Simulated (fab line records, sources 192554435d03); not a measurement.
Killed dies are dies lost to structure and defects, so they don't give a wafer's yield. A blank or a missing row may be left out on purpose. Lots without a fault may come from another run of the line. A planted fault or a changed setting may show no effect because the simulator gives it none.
Which tool did it? | flow n5_finfet | 8 lots, 24 wafers sampled, at 5 steps of a route of 1938

WHAT THE GAUGES READ, wafer by wafer
N5_BEOL_M4_RC_MEAS_101. Usual: DIBL_N 36.3 mV/V, standard deviation 1.7; DIBL_P 36.5 mV/V, standard deviation 1.8; IOFF_N 0.16 nA/um, standard deviation 0.033; IOFF_P 0.21 nA/um, standard deviation 0.037; ION_N 675 uA/um, standard deviation 11; ION_P 462 uA/um, standard deviation 7.9; SS_N 71.6 mV/dec, standard deviation 0.64; SS_P 73.3 mV/dec, standard deviation 0.68; VT_N 249 mV, standard deviation 3.3; VT_P -250 mV, standard deviation 3.3.
lot  | measured     | on        | DIBL_N (mV/V)  | DIBL_P (mV/V)  | IOFF_N (nA/um) | IOFF_P (nA/um) | ION_N (uA/um) | ION_P (uA/um) | SS_N (mV/dec)  | SS_P (mV/dec)  | VT_N (mV)   | VT_P (mV)      | flag
L924 | day 8 11:33  | prober-02 | 33.6 36.4 35.8 | 34.1 37.0 36.4 | 0.14 0.18 0.17 | 0.21 0.25 0.24 | 673 679 676   | 467 468 467   | 71.1 72.3 71.8 | 73.2 73.4 73.1 | 248 250 249 | -248 -249 -246 |
L926 | day 8 13:29  | prober-01 | 35.7 33.6 36.1 | 36.1 33.4 36.5 | 0.15 0.11 0.14 | 0.18 0.14 0.18 | 682 681 677   | 467 462 463   | 71.0 71.0 71.5 | 73.3 72.8 73.3 | 251 255 253 | -251 -257 -253 |
L939 | day 11 18:43 | prober-02 | 38.3 37.4 39.3 | 38.1 36.6 38.4 | 0.17 0.15 0.17 | 0.20 0.19 0.20 | 681 660 661   | 455 457 450   | 72.2 72.0 73.0 | 74.4 73.6 73.8 | 250 252 251 | -254 -255 -253 |
L941 | day 12 06:17 | prober-02 | 37.0 38.2 37.9 | 38.3 39.1 38.9 | 0.22 0.23 0.24 | 0.22 0.23 0.23 | 705 686 683   | 462 456 458   | 72.0 72.5 72.2 | 73.2 73.7 73.6 | 243 244 240 | -251 -248 -250 |
L943 | day 13 00:05 | prober-02 | 33.4 35.3 34.3 | 33.1 34.8 33.9 | 0.13 0.16 0.14 | 0.17 0.19 0.18 | 682 677 672   | 465 462 459   | 71.4 71.3 71.9 | 72.7 73.6 73.2 | 251 247 250 | -254 -251 -252 |
L944 | day 13 03:38 | prober-02 | 40.0 38.2 37.6 | 40.9 38.7 37.9 | 0.28 0.23 0.21 | 0.27 0.24 0.22 | 717 695 687   | 475 461 459   | 72.9 73.1 71.7 | 74.6 74.5 73.4 | 241 242 245 | -250 -249 -251 |
L945 | day 13 10:11 | prober-02 | 36.2 37.3 37.5 | 35.1 36.3 37.0 | 0.14 0.16 0.16 | 0.17 0.18 0.20 | 662 677 673   | 447 458 458   | 71.2 72.1 71.5 | 73.8 73.9 74.2 | 253 249 247 | -251 -254 -253 |
L946 | day 13 10:06 | prober-01 | 33.2 36.3 36.8 | 33.6 37.7 38.6 | 0.12 0.18 0.19 | 0.16 0.21 0.22 | 669 678 677   | 452 461 458   | 71.2 71.9 72.1 | 72.4 74.4 74.3 | 252 248 246 | -256 -250 -253 |

WHICH TOOL RAN EACH LOT (tool, then ch and the chambers of the sampled wafers, then the start)
lot  | N5_BEOL_M4_DESCUM_33               | N5_BEOL_M4_ETCH_69                 | N5_BEOL_M4_TRENCH_ETCH_37          | N5_BEOL_M4_STRIP_97
L924 | rie_diel-03 ch 0,2,3, day 8 02:29  | rie_diel-03 ch 0,2,3, day 8 02:32  | rie_diel-06 ch 1,3, day 8 06:56    | rie_diel-06 ch 1,3, day 8 11:33 or earlier
L926 | rie_diel-01 ch 0,1,3, day 8 08:08  | rie_diel-01 ch 0,1,3, day 8 08:11  | rie_diel-06 ch 0,1,3, day 8 08:44  | rie_diel-06 ch 0,1,3, day 8 13:29 or earlier
L939 | rie_diel-01 ch 1,2,3, day 11 13:15 | rie_diel-01 ch 1,2,3, day 11 13:18 | rie_diel-06 ch 0,1,3, day 11 13:54 | rie_diel-06 ch 0,1,3, day 11 18:43 or earlier
L941 | rie_diel-01 ch 0,3, day 11 21:15   | rie_diel-01 ch 0,3, day 11 21:19   | rie_diel-06 ch 2,3, day 12 01:46   | rie_diel-06 ch 2,3, day 12 06:17 or earlier
L943 | rie_diel-01 ch 1,2,3, day 12 16:28 | rie_diel-01 ch 1,2,3, day 12 16:31 | rie_diel-03 ch 1,2,3, day 12 19:55 | rie_diel-03 ch 1,2,3, day 13 00:05 or earlier
L944 | rie_diel-01 ch 1,2,3, day 12 22:01 | rie_diel-01 ch 1,2,3, day 12 22:04 | rie_diel-03 ch 1,2, day 12 22:40   | rie_diel-03 ch 1,2, day 13 03:38 or earlier
L945 | rie_diel-06 ch 1,2, day 13 03:17   | rie_diel-06 ch 1,2, day 13 03:20   | rie_diel-03 ch 1,2,3, day 13 03:48 | rie_diel-03 ch 1,2,3, day 13 10:11 or earlier
L946 | rie_diel-03 ch 2,3, day 13 03:55   | rie_diel-03 ch 2,3, day 13 03:58   | rie_diel-01 ch 0,1,3, day 13 04:25 | rie_diel-01 ch 0,1,3, day 13 10:06 or earlier
- N5_BEOL_M4_DESCUM_33: chemistry O2, time 7 s.
- N5_BEOL_M4_ETCH_69: etches SiARC in CF4, target depth 15.6 nm, time 26 s.
- N5_BEOL_M4_TRENCH_ETCH_37: etches SiOC in C4F6/O2, target depth 55.555 nm, time 29.2 s.
- N5_BEOL_M4_STRIP_97: strips in N2/H2, time 10 s.

WHAT THE TOOLS THEMSELVES READ (means of the sampled wafers that have a number; where no wafer has one, the mark that the record gives instead)
N5_BEOL_M4_DESCUM_33. Usual: chamber_pressure_mTorr 19.999 mTorr, standard deviation 0.017; drypump_motor_current_A 5.6 A, standard deviation 0.52; oes_product_au 0.79 a.u., standard deviation 0.079; rf_vpp_V 243.2 V, standard deviation 1.5; showerhead_plenum_p_Torr 2.10 Torr, standard deviation 0.078; throttle_valve_pct 20.48 %, standard deviation 0.22.
lot  | tool        | chamber_pressure_mTorr (mTorr) | drypump_motor_current_A (A) | oes_product_au (a.u.) | rf_vpp_V (V) | showerhead_plenum_p_Torr (Torr) | throttle_valve_pct (%) | flag
L924 | rie_diel-03 | 19.993                         | 5.9                         | 0.80                  | 242.5        | 2.10                            | 20.59                  |
L926 | rie_diel-01 | 20.004                         | 6.0                         | 0.84                  | 243.2        | 2.12                            | 20.36                  |
L939 | rie_diel-01 | 20.016                         | 5.8                         | 0.82                  | 244.1        | 2.15                            | 20.42                  |
L941 | rie_diel-01 | 19.998                         | 5.9                         | 0.74                  | 244.1        | 2.11                            | 20.53                  |
L943 | rie_diel-01 | 19.999                         | 5.8                         | 0.82                  | 244.9        | 2.15                            | 20.43                  |
L944 | rie_diel-01 | 19.999                         | 5.8                         | 0.81                  | 244.5        | 2.15                            | 20.43                  |
L945 | rie_diel-06 | 19.983                         | 5.3                         | 0.77                  | 241.6        | 2.05                            | 20.65                  |
L946 | rie_diel-03 | 19.989                         | 5.8                         | 0.81                  | 243.2        | 2.08                            | 20.58                  |

N5_BEOL_M4_ETCH_69. Usual: bias_w 36.01 W, standard deviation 0.12; chamber_pressure_mTorr 40.00 mTorr, standard deviation 0.032; drypump_motor_current_A 5.6 A, standard deviation 0.52; etch_rf_on_time_s 26.0 s, standard deviation 0.58; oes_product_au 0.67 a.u., standard deviation 0.065; rf_vpp_V 184.1 V, standard deviation 1.3; showerhead_plenum_p_Torr 2.14 Torr, standard deviation 0.075; throttle_valve_pct 15.63 %, standard deviation 0.26.
lot  | tool        | bias_w (W) | chamber_pressure_mTorr (mTorr) | drypump_motor_current_A (A) | etch_rf_on_time_s (s) | oes_product_au (a.u.) | rf_vpp_V (V) | showerhead_plenum_p_Torr (Torr) | throttle_valve_pct (%) | flag
L924 | rie_diel-03 | 35.97      | 39.98                          | 5.9                         | 25.7                  | 0.67                  | 184.4        | 2.14                            | 15.74                  |
L926 | rie_diel-01 | 36.04      | 40.02                          | 6.0                         | 25.8                  | 0.72                  | 183.2        | 2.16                            | 15.50                  |
L939 | rie_diel-01 | 36.03      | 40.02                          | 5.8                         | 25.5                  | 0.71                  | 184.6        | 2.20                            | 15.57                  |
L941 | rie_diel-01 | 36.08      | 39.97                          | 5.9                         | 25.5                  | 0.64                  | 184.7        | 2.16                            | 15.74                  |
L943 | rie_diel-01 | 36.04      | 39.95                          | 5.8                         | 26.1                  | 0.69                  | 184.1        | 2.19                            | 15.58                  |
L944 | rie_diel-01 | 35.96      | 40.04                          | 5.8                         | 25.9                  | 0.70                  | 184.1        | 2.19                            | 15.59                  |
L945 | rie_diel-06 | 36.12      | 40.00                          | 5.3                         | 25.7                  | 0.65                  | 183.5        | 2.09                            | 15.72                  |
L946 | rie_diel-03 | 35.90      | 39.98                          | 5.8                         | 26.5                  | 0.68                  | 184.4        | 2.13                            | 15.71                  |

N5_BEOL_M4_TRENCH_ETCH_37. Usual: C4F6_flow_sccm 10.00 sccm, standard deviation 0.032; bias_w 185.1 W, standard deviation 0.53; chamber_pressure_mTorr 30.004 mTorr, standard deviation 0.025; drypump_motor_current_A 5.5 A, standard deviation 0.49; oes_product_au 0.78 a.u., standard deviation 0.074; rf_vpp_V 667 V, standard deviation 8; showerhead_plenum_p_Torr 2.83 Torr, standard deviation 0.093; throttle_valve_pct 20.87 %, standard deviation 0.24.
lot  | tool        | C4F6_flow_sccm (sccm) | bias_w (W) | chamber_pressure_mTorr (mTorr) | drypump_motor_current_A (A) | oes_product_au (a.u.) | rf_vpp_V (V) | showerhead_plenum_p_Torr (Torr) | throttle_valve_pct (%) | flag
L924 | rie_diel-06 | 10.00                 | 184.9      | 30.005                         | 5.1                         | 0.81                  | 675          | 2.80                            | 20.59                  |
L926 | rie_diel-06 | 9.98                  | 185.3      | 29.997                         | 5.1                         | 0.78                  | 668          | 2.86                            | 20.82                  |
L939 | rie_diel-06 | 9.98                  | 162.6      | 30.007                         | 5.1                         | 0.73                  | 602          | 2.84                            | 20.85                  | OFF
L941 | rie_diel-06 | 9.98                  | 162.7      | 30.022                         | 5.1                         | 0.75                  | 607          | 2.73                            | 20.80                  | OFF
L943 | rie_diel-03 | 9.98                  | 184.5      | 30.014                         | 5.5                         | 0.77                  | 667          | 2.78                            | 20.87                  |
L944 | rie_diel-03 | 10.02                 | 185.0      | 30.005                         | 5.5                         | 0.70                  | 667          | 2.72                            | 20.97                  |
L945 | rie_diel-03 | 10.00                 | 185.2      | 30.005                         | 5.5                         | 0.76                  | 668          | 2.78                            | 20.88                  |
L946 | rie_diel-01 | 10.02                 | 185.1      | 29.999                         | 6.0                         | 0.80                  | 664          | 2.85                            | 20.77                  |

N5_BEOL_M4_STRIP_97. Usual: chamber_pressure_mTorr 20.002 mTorr, standard deviation 0.018; drypump_motor_current_A 5.5 A, standard deviation 0.49; oes_product_au 0.79 a.u., standard deviation 0.077; rf_vpp_V 59.0 V, standard deviation 0.79; showerhead_plenum_p_Torr 2.52 Torr, standard deviation 0.089; throttle_valve_pct 23.71 %, standard deviation 0.29.
lot  | tool        | chamber_pressure_mTorr (mTorr) | drypump_motor_current_A (A) | oes_product_au (a.u.) | rf_vpp_V (V) | showerhead_plenum_p_Torr (Torr) | throttle_valve_pct (%) | flag
L924 | rie_diel-06 | 19.995                         | 5.1                         | 0.82                  | 59.4         | 2.50                            | 23.69                  |
L926 | rie_diel-06 | 20.010                         | 5.1                         | 0.78                  | 59.5         | 2.55                            | 23.82                  |
L939 | rie_diel-06 | 20.000                         | 5.1                         | 0.76                  | 58.3         | 2.54                            | 23.86                  |
L941 | rie_diel-06 | 20.003                         | 5.1                         | 0.77                  | 58.8         | 2.45                            | 23.91                  |
L943 | rie_diel-03 | 20.023                         | 5.5                         | 0.78                  | 58.8         | 2.47                            | 23.53                  |
L944 | rie_diel-03 | 19.982                         | 5.5                         | 0.71                  | 58.7         | 2.40                            | 23.65                  |
L945 | rie_diel-03 | 20.018                         | 5.5                         | 0.77                  | 59.4         | 2.46                            | 23.54                  |
L946 | rie_diel-01 | 20.005                         | 6.0                         | 0.79                  | 59.7         | 2.54                            | 23.59                  |

THE ANSWER, worked out from the rows above alone
Rule: a lot is off if the mean of its wafers that have a number lies more than 3 standard deviations from the usual mean. A lot without any number at a reading at which 4 lots or more have one is off too. The other lots that the step has rows for count as sound. The gauges are gone through in route order, then the tools' own readings, and for those a lot's mean is taken as printed above. The first step at which some lot is off is used, and at that step the reading that is off furthest; a lot without a number counts as furthest.
Off: L939, L941, at N5_BEOL_M4_TRENCH_ETCH_37 (bias_w).
A tool fits if, at that step or a process step before it, it ran every lot that is off, and no sound lot after the first of them. One fits: rie_diel-06 at N5_BEOL_M4_TRENCH_ETCH_37. Its last sound lot is L926 (day 8 08:44), its first lot that is off L939 (day 11 13:54): a fault that began between those two fits.
The tool's own readings at N5_BEOL_M4_TRENCH_ETCH_37 bear it out: on the lots that are off they differ by more than 5 times the standard deviation of the sound lots' means. bias_w reads 162.6 W there against 185.0 W on the sound lots; rf_vpp_V reads 604 V there against 668 V on the sound lots.

WHAT THE SIMULATOR HAD PUT IN
Process parameter drift: rie_diel-06, from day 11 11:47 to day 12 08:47, at N5_BEOL_M4_TRENCH_ETCH_37. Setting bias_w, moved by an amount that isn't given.
Lots struck among those shown: L939, L941. The rule above found the same.
